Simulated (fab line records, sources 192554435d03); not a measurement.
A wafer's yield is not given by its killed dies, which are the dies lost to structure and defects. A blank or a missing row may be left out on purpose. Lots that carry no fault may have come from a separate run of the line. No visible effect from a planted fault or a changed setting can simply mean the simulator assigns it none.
Matching of chambers ; flow n5 finfet ; N5_BEOL_M5_ALD_86 on ald metal-01: 4 sister chambers
The step deposits TaN, pulse time 2 s, purge time 3 s, co reactant purge time 2 s. 8 wafers are shown with their chamber, then 9 later ones without.

## WAFERS PAIRED WITH THEIR CHAMBERS
wafer;chamber;heater power w (W)
L079.6;1;353
L086.2;3;419
L086.4;1;362
L090.2;2;516
L090.4;3;422
L095.1;0;419
L095.4;2;518
L095.5;0;429

## WAFERS WITH NO CHAMBER GIVEN
wafer;heater power w (W)
L094.1;434
L094.2;423
L094.3;352
L097.1;359
L097.5;425
L097.6;417
L096.3;365
L096.5;512
L096.6;357

## WHICH CHAMBER EACH WENT THROUGH
wafer;from the rows above;in truth
L094.1;can't be placed: 0 or 3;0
L094.2;can't be placed: 0 or 3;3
L094.3;1;1
L097.1;1;1
L097.5;can't be placed: 0 or 3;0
L097.6;can't be placed: 3 or 0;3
L096.3;1;1
L096.5;2;2
L096.6;1;1
5 of 9 placed correctly. Can't be placed from these rows: 4 (the true chamber is among the candidates in 4). 0 placed wrongly.
How it was worked out, from the rows above alone: a wafer's distance from a chamber is the root of the sum, over the readings, of the square of ((its reading less the chamber's mean) divided by the reading's scatter). If the next closest chamber is less than 2 further off than the closest, the wafer can't be placed; otherwise it belongs to the closest. The mean given for a chamber averages the wafers shown for that chamber. How the scatter is found: for the shown wafers, subtract from each reading the mean of its chamber, square and add these, divide the total by (wafers less chambers), then take the root.
